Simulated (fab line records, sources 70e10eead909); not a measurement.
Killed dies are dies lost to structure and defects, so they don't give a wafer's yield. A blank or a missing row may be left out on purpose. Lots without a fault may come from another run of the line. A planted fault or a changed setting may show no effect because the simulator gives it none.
Chamber matching | flow nand_harc | NHARC_P_ZERO_WELL_DESCUM_13 on rie_diel-03: 3 sister chambers
The step chemistry O2, time 3 s. 14 wafers are shown with their chamber, then 6 later ones without.

WAFERS WITH THEIR CHAMBER
wafer  | chamber | drypump_motor_current_A (A) | showerhead_plenum_p_Torr (Torr) | rf_vpp_V (V)
L358.2 | 3       | 5.4                         | 1.86                            | 56.9
L358.5 | 3       | 5.4                         | 1.86                            | 56.7
L358.6 | 0       | 6.2                         | 1.88                            | 59.0
L359.1 | 3       | 5.4                         | 1.86                            | 56.7
L359.2 | 0       | 6.3                         | 1.88                            | 57.8
L359.5 | 0       | 6.3                         | 1.88                            | 56.8
L363.2 | 2       | 5.2                         | 2.03                            | 59.6
L363.3 | 3       | 5.4                         | 1.86                            | 57.3
L363.6 | 0       | 6.3                         | 1.87                            | 57.2
L365.1 | 3       | 5.4                         | 1.86                            | 58.1
L365.3 | 0       | 6.3                         | 1.87                            | 58.4
L365.5 | 3       | 5.4                         | 1.86                            | 58.0
L374.3 | 3       | 5.4                         | 1.85                            | 57.0
L374.4 | 2       | 5.2                         | 2.02                            | 57.2

SIGNATURES (means of the wafers above)
reading                  | chamber 0 | chamber 2 | chamber 3 | scatter within a chamber
drypump_motor_current_A  | 6.280     | 5.200     | 5.400     | 0.027
showerhead_plenum_p_Torr | 1.8760    | 2.0250    | 1.8586    | 0.00482
rf_vpp_V                 | 57.840    | 58.400    | 57.243    | 0.859
Rule: a wafer's distance from a chamber is the root of the sum, over the readings, of the square of ((its reading less the chamber's mean) divided by the reading's scatter). The wafer belongs to the nearest chamber; if the next one is less than 2 further off, it can't be placed. The scatter: the root of (the sum of the squares of (reading less its chamber's mean) over the shown wafers, divided by (wafers less chambers)).

WAFERS WITHOUT THEIR CHAMBER
wafer  | drypump_motor_current_A (A) | showerhead_plenum_p_Torr (Torr) | rf_vpp_V (V)
L374.5 | 5.2                         | 2.02                            | 58.3
L380.3 | 5.2                         | 2.01                            | 57.4
L380.5 | 6.3                         | 1.86                            | 58.3
L381.2 | 5.4                         | 1.84                            | 56.7
L381.4 | 6.2                         | 1.86                            | 59.1
L381.6 | 5.4                         | 1.84                            | 56.9

WHICH CHAMBER EACH WENT THROUGH
wafer  | from the rows above | in truth
L374.5 | 2                   | 2
L380.3 | 2                   | 2
L380.5 | 0                   | 0
L381.2 | 3                   | 3
L381.4 | 0                   | 0
L381.6 | 3                   | 3
Placed correctly: 6 of 6. Can't be placed from these rows: 0. Placed wrongly: 0.
